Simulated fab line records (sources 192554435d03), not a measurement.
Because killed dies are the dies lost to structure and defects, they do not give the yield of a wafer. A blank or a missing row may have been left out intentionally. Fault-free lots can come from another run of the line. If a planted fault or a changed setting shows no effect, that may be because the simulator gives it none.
fab line records -- flow n5Finfet -- part 2 of 2: steps 22 to 31 of 31
[record] lots = 5, wafers = 15, lastDay = 18
route steps=1938 shown SD_EPI_P@310 SD_ACTIVATION@330 ILD0@335
lots with no fault: from the same line, run without faults
startH: the number of hours between the record's first day and the start of the first shown wafer of the lot -- waitH: hours from the lot's prior step to this one -- " as in the row above -- L1.1+2: a single row standing in for several wafers -- - no value, or no start given -- * or withheld: withheld -- < > ~ a bound
route shown NAME@n: NAME is a module with steps in the file, n the number in the route of the first one -- usual: average and standard deviation across the fault-free wafers -- same: alike in all rows -- chamber/n: place in a boat -- sites: the reading at each site -- _std_site: how widely they spread, as a standard deviation -- _edge_site: inner sites' mean taken away from outer sites' mean -- radiusMm: how far each site lies from the wafer's centre -- mask NAME#n: copy n -- behind: tool/chamber where the wafer was last shaped -- hold: why the lot went on hold/how many hours it stayed there/how the hold came to an end -- device: transistor that didn't switch, given as n, p or np -- end of line: tests of these same wafers at the route's end -- step lacking rows: just its recipe -- killed: count of dies lost to structure and defects at first sort (not the wafer's yield) -- map: a wafer's dies, marking killed ones x, the rest . and places with no die _
set.NAME: the run value of the setting; set.NAME@STEP: its run value at that earlier step -- model.NAME: the simulator's own value behind a step, which no gauge read
certain route steps with their lots: each step a table, each wafer a row
services: the hour from which a tool's chamber was out of use, counted from the record's first day as startH (under 0 if before that day), plus the number of hours and why
[[steps]]
[step N5_SD_ACTIVATION_LSA_01]
[recipe] tempC = 1080, timeS = 0.0008, ambient = N2
[usual] wafer_temp_C_max = 1084.5/1.2
lot.wafer,tool,chamber,startH,waitH,wafer_temp_C_max
L075.2,laserAnneal-02,0,65.52,0.2,1083.4
L075.4,laserAnneal-02,0,65.52,0.2,1083.9
L075.5,laserAnneal-02,0,65.52,0.2,1083.5
L078.2,laserAnneal-01,0,85.75,0.2,1084.9
L078.3,laserAnneal-01,0,85.75,0.2,1085.4
L078.6,laserAnneal-01,0,85.75,0.2,1085.0
L079.2,laserAnneal-02,0,88.08,0.3,1083.5
L079.3,laserAnneal-02,0,88.08,0.3,1083.4
L079.5,laserAnneal-02,0,88.08,0.3,1083.4
L092.1,laserAnneal-01,0,166.02,0.2,1085.2
L092.4,laserAnneal-01,0,166.02,0.2,1086.0
L092.6,laserAnneal-01,0,166.02,0.2,1085.4
L097.1,laserAnneal-01,0,199.61,0.2,1085.9
L097.5,laserAnneal-01,0,199.61,0.2,1085.4
L097.6,laserAnneal-01,0,199.61,0.2,1086.1
[step N5_SD_ACTIVATION_RS_MEAS_03]
[recipe] thkMeasGauge = four-point-probe
[usual] RS_SD_N = 21.92/0.28, RS_SD_P = 56.0/0.9
lot.wafer,tool,chamber,startH,waitH,RS_SD_N[ohm/sq],RS_SD_P[ohm/sq]
L075.2,filmMetro-01,-,65.72,0.2,21.86,55.9
L075.4,filmMetro-01,-,65.72,0.2,21.86,56.3
L075.5,filmMetro-01,-,65.72,0.2,22.17,55.6
L078.2,filmMetro-01,-,85.95,0.2,21.81,56.5
L078.3,filmMetro-01,-,85.95,0.2,21.57,56.3
L078.6,filmMetro-01,-,85.95,0.2,21.86,56.4
L079.2,filmMetro-01,-,88.28,0.2,22.38,56.7
L079.3,filmMetro-01,-,88.28,0.2,22.63,56.3
L079.5,filmMetro-01,-,88.28,0.2,22.49,57.1
L092.1,filmMetro-02,-,166.22,0.2,22.05,56.1
L092.4,filmMetro-02,-,166.22,0.2,21.77,55.8
L092.6,filmMetro-02,-,166.22,0.2,21.88,55.5
L097.1,filmMetro-01,-,199.81,0.2,22.43,55.5
L097.5,filmMetro-01,-,199.81,0.2,22.21,55.0
L097.6,filmMetro-01,-,199.81,0.2,21.95,55.6
[step N5_SD_ACTIVATION_INSPECT_02]
[recipe] inspectInstrument = darkfield, mode = postAnneal
[usual] rawDefectCount = 182/37
lot.wafer,tool,chamber,startH,waitH,rawDefectCount
L075.2,defectInspect-02,-,66.02,0.1,179
L075.4,defectInspect-02,-,66.02,0.1,169
L075.5,defectInspect-02,-,66.02,0.1,199
L078.2,defectInspect-01,-,86.25,0.1,276
L078.3,defectInspect-01,-,86.25,0.1,325
L078.6,defectInspect-01,-,86.25,0.1,216
L079.2,defectInspect-02,-,88.58,0.1,197
L079.3,defectInspect-02,-,88.58,0.1,192
L079.5,defectInspect-02,-,88.58,0.1,176
L092.1,defectInspect-02,-,166.55,0.2,124
L092.4,defectInspect-02,-,166.55,0.2,123
L092.6,defectInspect-02,-,166.55,0.2,160
L097.1,defectInspect-01,-,200.14,0.2,135
L097.5,defectInspect-01,-,200.14,0.2,147
L097.6,defectInspect-01,-,200.14,0.2,209
[step N5_ILD0_LINER_00]
[recipe] material = SiNx, targetThkA = 40, tempC = 400, aldPrecursorFamily = SiH2I2, aldCoReactant = N2/H2-plasma, pulseTimeS = 1, purgeTimeS = 2, coReactantPurgeTimeS = 2, aldCycles = 80, pressureTorr = 2
[usual] heaterPowerW = 843/72, precursorPulseHeightRel = 0.999/0.022
[same] purgeTimeS = 2
lot.wafer,tool,chamber,startH,waitH,heaterPowerW,precursorPulseHeightRel
L075.2,aldSin-03,2,66.16,0.1,844,0.998
L075.4,aldSin-03,0,66.16,0.1,797,0.967
L075.5,aldSin-03,0,66.16,0.1,808,1.014
L078.2,aldSin-03,0,86.73,0.5,799,1.020
L078.3,aldSin-03,2,86.73,0.5,823,1.024
L078.6,aldSin-03,1,86.73,0.5,863,1.016
L079.2,aldSin-02,3,88.61,0.0,875,1.008
L079.3,aldSin-02,2,88.61,0.0,780,1.043
L079.5,aldSin-02,2,88.61,0.0,771,0.985
L092.1,aldSin-02,2,166.58,0.0,784,0.980
L092.4,aldSin-02,1,166.58,0.0,726,0.972
L092.6,aldSin-02,3,166.58,0.0,891,1.009
L097.1,aldSin-02,3,201.18,1.0,902,0.964
L097.5,aldSin-02,1,201.18,1.0,724,1.011
L097.6,aldSin-02,0,201.18,1.0,829,1.002
[step N5_ILD0_FCVD_FILL_01]
[recipe] material = SiO2_flowable, targetThkA = 2000, tempC = 100, pressureTorr = 0.8, rfW = 2000, timeS = 328.3
lot.wafer,tool,chamber,startH,waitH
L075.2+4+5,fcvd-02,1,66.70,0.3
L078.2+3+6,fcvd-02,"1,1,0",87.15,0.2
L079.2+3+5,fcvd-01,"1,0,0",89.23,0.4
L092.1+4+6,fcvd-02,"0,1,0",167.00,0.2
L097.1+5+6,fcvd-01,0,201.60,0.2
[step N5_ILD0_CURE_02]
[recipe] tempC = 450, timeS = 1800, ambient = steam, idleTempC = 400, rampUpCPerMin = 5, rampDownCPerMin = 3, densificationPH2oTorr = 640
lot.wafer,tool,chamber,startH,waitH
L075.2+4+5,furnace-03,0,67.33,0.5
L078.2+3+6,furnace-01,0,87.54,0.3
L079.2+3+5,furnace-03,0,89.62,0.3
L092.1+4+6,furnace-02,0,167.41,0.3
L097.1+5+6,furnace-02,0,202.35,0.6
[step N5_ILD0_CMP_03]
[recipe] stopOn = SiNx, tOverpolishS = 1.9, postCmpClean = alkalineBrush, downForcePsi = 4.1491, platenRpm = 51.796, padVelocityMS = 1.0306, targetThkNm = 197.38
[usual] motorCurrentA = 12.5/1.4, overpolishRunS = 1.900/0.0097, platenRpm = 51.79/0.032, timeToEndpointS = 70.2/2.6
lot.wafer,tool,chamber,startH,waitH,motorCurrentA,overpolishRunS,platenRpm,timeToEndpointS
L075.4,cmp-03,2,68.94,0.1,12.6,1.889,51.82,72.7
L075.2,cmp-03,3,68.94,0.1,13.9,1.907,51.76,68.3
L075.5,cmp-03,1,68.94,0.1,12.8,1.902,51.84,72.3
L078.3,cmp-02,3,89.10,0.0,13.6,1.897,51.82,69.9
L078.2,cmp-02,2,89.10,0.0,15.2,1.897,51.73,67.9
L078.6,cmp-02,3,89.10,0.0,13.2,1.904,51.84,70.2
L079.3,cmp-03,3,91.23,0.1,14.1,1.915,51.79,67.0
L079.2,cmp-03,1,91.23,0.1,12.5,1.905,51.78,70.6
L079.5,cmp-03,3,91.23,0.1,13.2,1.910,51.81,65.4
L092.1,cmp-02,0,169.00,0.1,9.3,1.894,51.84,68.1
L092.4,cmp-02,1,169.00,0.1,10.5,1.894,51.76,67.6
L092.6,cmp-02,0,169.00,0.1,9.9,1.900,51.82,68.2
L097.1,cmp-03,0,203.96,0.1,12.9,1.894,51.81,72.5
L097.6,cmp-03,3,203.96,0.1,14.2,1.904,51.80,61.4
L097.5,cmp-03,0,203.96,0.1,12.2,1.899,51.80,73.1
[step N5_ILD0_THK_MEAS_04]
[usual] thkNm = 197.6/0.97
lot.wafer,tool,chamber,startH,waitH,thkNm
L075.2,filmMetro-01,-,69.20,-,196.8
L075.4,filmMetro-01,-,69.20,-,198.0
L075.5,filmMetro-01,-,69.20,-,198.5
L078.2,filmMetro-02,-,89.39,-,197.7
L078.3,filmMetro-02,-,89.39,-,196.3
L078.6,filmMetro-02,-,89.39,-,197.1
L079.2,filmMetro-01,-,91.49,-,197.1
L079.3,filmMetro-01,-,91.49,-,196.2
L079.5,filmMetro-01,-,91.49,-,194.8
L092.1,filmMetro-02,-,169.25,-,196.5
L092.4,filmMetro-02,-,169.25,-,196.7
L092.6,filmMetro-02,-,169.25,-,195.8
L097.1,filmMetro-01,-,204.21,-,199.4
L097.5,filmMetro-01,-,204.21,-,198.0
L097.6,filmMetro-01,-,204.21,-,197.4
[step N5_ILD0_CMP_07]
[recipe] stopOn = poly-Si, material = SiO2_flowable, tOverpolishS = 1.18, postCmpClean = alkalineBrush, downForcePsi = 4.1491, platenRpm = 51.796, padVelocityMS = 1.0306, targetThkNm = 138.88
[usual] motorCurrentA = 12.5/1.5, platenRpm = 51.79/0.038
lot.wafer,tool,chamber,startH,waitH,motorCurrentA,platenRpm
L075.4,cmp-02,2,69.22,0.0,16.2,51.80
L075.2,cmp-02,0,69.22,0.0,10.0,51.78
L075.5,cmp-02,2,69.22,0.0,15.2,51.76
L078.2,cmp-03,2,89.42,0.0,11.9,51.75
L078.3,cmp-03,3,89.42,0.0,13.6,51.81
L078.6,cmp-03,3,89.42,0.0,14.2,51.80
L079.3,cmp-02,3,91.59,0.1,14.5,51.79
L079.2,cmp-02,0,91.59,0.1,9.4,51.81
L079.5,cmp-02,2,91.59,0.1,15.4,51.84
L092.4,cmp-04,1,169.28,0.0,12.3,51.79
L092.1,cmp-04,3,169.28,0.0,12.4,51.76
L092.6,cmp-04,2,169.28,0.0,12.8,51.78
L097.1,cmp-02,2,204.35,0.1,15.3,51.88
L097.5,cmp-02,1,204.35,0.1,10.9,51.79
L097.6,cmp-02,2,204.35,0.1,15.2,51.84
[step N5_ILD0_THK_MEAS_08]
[usual] thkNm = 139.0/0.93
lot.wafer,tool,chamber,startH,waitH,thkNm
L075.2,filmMetro-02,-,69.52,-,138.1
L075.4,filmMetro-02,-,69.52,-,139.7
L075.5,filmMetro-02,-,69.52,-,138.7
L078.2,filmMetro-02,-,89.72,-,137.5
L078.3,filmMetro-02,-,89.72,-,136.9
L078.6,filmMetro-02,-,89.72,-,138.3
L079.2,filmMetro-01,-,91.81,-,137.3
L079.3,filmMetro-01,-,91.81,-,139.7
L079.5,filmMetro-01,-,91.81,-,140.3
L092.1,filmMetro-02,-,169.58,-,138.9
L092.4,filmMetro-02,-,169.58,-,139.6
L092.6,filmMetro-02,-,169.58,-,139.8
L097.1,filmMetro-02,-,204.60,-,138.5
L097.5,filmMetro-02,-,204.60,-,138.7
L097.6,filmMetro-02,-,204.60,-,139.1
[[services]]
tool,chamber,startH,hours,kind
rieDiel-01,-,40.54,1.4,repair
cmp-02,-,41.32,10.5,pm
rieDiel-01,-,45.33,4.0,pm
aldSin-02,2,46.88,10.9,repair
aldSin-02,1,50.05,61.4,repair
laserAnneal-01,-,52.72,2.1,pm
aldSin-02,-,56.50,0.8,repair
laserAnneal-01,-,61.39,7.6,pm
cmp-02,-,70.03,10.8,pm
plasmaAsher-02,-,70.22,0.7,repair
cmp-02,-,86.24,0.6,repair
aldSin-02,0,88.15,6.4,repair
aldSin-02,-,93.85,6.0,pm
wetBench-02,-,119.07,3.8,repair
fcvd-02,-,119.89,22.2,repair
rieDiel-03,-,123.29,14.6,pm
cmp-02,-,129.62,4.0,pm
epiRpcvd-04,-,132.15,2.8,pm
cmp-03,-,158.87,4.2,repair
cmp-02,-,163.61,2.4,repair
rieSi-02,-,169.57,1.8,repair
rieDiel-03,1,175.27,12.3,repair
cmp-02,-,184.71,0.3,repair
cmp-03,-,196.07,4.0,pm
